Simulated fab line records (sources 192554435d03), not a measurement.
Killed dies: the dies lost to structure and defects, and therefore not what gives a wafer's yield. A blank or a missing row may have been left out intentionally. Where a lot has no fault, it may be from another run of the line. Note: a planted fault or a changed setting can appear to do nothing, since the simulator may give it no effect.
A lot that was struck, set against a sound lot	flow n5_finfet	22 steps out of a route of 1938
Sound: these wafers, L230.3, L230.4, L230.6. The struck wafers were L243.3, L243.4, L243.5. The cause is given at the end.
Order at every step that has rows: each side's tool, ch and its chambers, its first start. Under that, the readings that differ: sound wafers	struck wafers	difference of the means	sigmas: that difference in standard deviations of wafers without a fault.
alike: same words and numbers on both sides, and readings whose means sit less than 2 such deviations apart. not compared: any withheld reading, any reading some wafer has no value for, any bound like >300 that may hide the same value, and any number with overlapping values for which the record gives no deviation.
Wherever a step has rows on one side only, a row that says differs or no value, or a row with sigmas, the two part there. Numbers that don't overlap but have no deviation are shown without sigmas and don't part them. A reading missing from all wafers of one side parts the sides only when that side holds two or more wafers.

first, 12 steps without rows for these wafers: N5_BEOL_M2_ANNEAL_87 (time 240 s); N5_BEOL_M2_SPUTTER_88 (material Cu, target thk 4.5 nm, time 8.29 s); N5_BEOL_M2_ANNEAL_89 (time 240 s); N5_BEOL_M2_SPUTTER_90 (material Cu, target thk 4.5 nm, time 8.29 s); N5_BEOL_M2_ANNEAL_91 (time 240 s); N5_BEOL_M2_SPUTTER_92 (material Cu, target thk 4.5 nm, time 8.29 s); N5_BEOL_M2_ANNEAL_93 (time 240 s); N5_BEOL_M2_SPUTTER_94 (material Cu, target thk 4.5 nm, time 8.29 s); N5_BEOL_M2_ANNEAL_95 (time 240 s); N5_BEOL_M2_SPUTTER_96 (material Cu, target thk 4.5 nm, time 8.29 s); N5_BEOL_M2_ECD_50 (material Cu, target thk 300 nm); N5_BEOL_M2_ANNEAL_51 (time 90 s).
N5_BEOL_M2_CMP_52: polishes, stops on SiOC, t overpolish 6.8 s, target thk 40 nm.
  sound on cmp-01 ch 2,3, day 8 11:19; struck on cmp-03 ch 1,2,3, day 10 22:40
  no value came back on the struck wafers for any of 5 readings (barrier_field_endpoint_s (s), clearing_platen_down_force_psi (psi) and others); on the sound wafers barrier_field_endpoint_s (s) reads 23.6 24.1 23.8
reading	sound	struck	difference	sigmas
model.Cu_of_BEOL_M2_ECD_50.thk_nm (nm)	37 43.8 41	296.2 297.2 296.8	+256.1	
model.SiO2_of_BEOL_M2_PECVD_72.thk_nm (nm)	0 0 0	15.6 15.6 16.2	+15.8	
model.SiOC_of_BEOL_M2_ILD_DEP_00.thk_nm (nm)	75.8 76.4 76.6	76.8 79.6 79.4	+2.3	
N5_BEOL_M2_THK_MEAS_53: measures by xrf.
  sound on film_metro-02 at day 8 11:34; struck on film_metro-02 at day 10 22:53
reading	sound	struck	difference	sigmas
M2_THK (nm)	36.6 43.3 40.8	290.1 290.8 290.0	+250.1	+99 or more
then, 4 steps without rows for these wafers: N5_BEOL_M2_PRE_CLEAN_60 (time 15 s); N5_BEOL_M2_CO_CAP_55 (material Co, precursor CCTBA/H2, target thk 2 nm, time 102.1 s); N5_BEOL_M2_PRE_CLEAN_56 (time 15 s); N5_BEOL_M2_DEP_57 (deposits SiCN from 3MS/NH3, target thk 8 nm, time 14 s).
N5_BEOL_M2_RS_MEAS_58: measurement is done with a four-point probe.
  sound on film_metro-02 at day 8 11:52; struck on film_metro-02 at day 10 23:09
reading	sound	struck	difference	sigmas
M2_RS (ohm/sq)	0.74 0.59 0.65	0.06 0.06 0.06	-0.60	-19
N5_BEOL_M2_INSPECT_59: inspects for defects (darkfield).
  sound on defect_inspect-01 at day 8 11:53; struck on defect_inspect-02 at day 10 23:11
reading	sound	struck	difference	sigmas
raw_defect_count	72 48 86	6004 5896 5789	+5828	+99 or more
N5_BEOL_M4_RC_MEAS_101:
  the record has rows for the sound wafers here (prober-01 ch 0, day 9 07:32) and none for the struck ones
-- record jumps: 5 days separate the struck wafers' starts on either side; left off in module BEOL_M4, taken up again in module PASSIVATION, whose first shown step is the route's number 1936 --
N5_PASSIVATION_PROBE_49:
  the record has rows for the struck wafers here (prober-01, day 16 10:08) and none for the sound ones

## WHERE THEY PART
First at N5_BEOL_M2_CMP_52; last, within this record, at N5_PASSIVATION_PROBE_49.

WHY: what the simulator had put in
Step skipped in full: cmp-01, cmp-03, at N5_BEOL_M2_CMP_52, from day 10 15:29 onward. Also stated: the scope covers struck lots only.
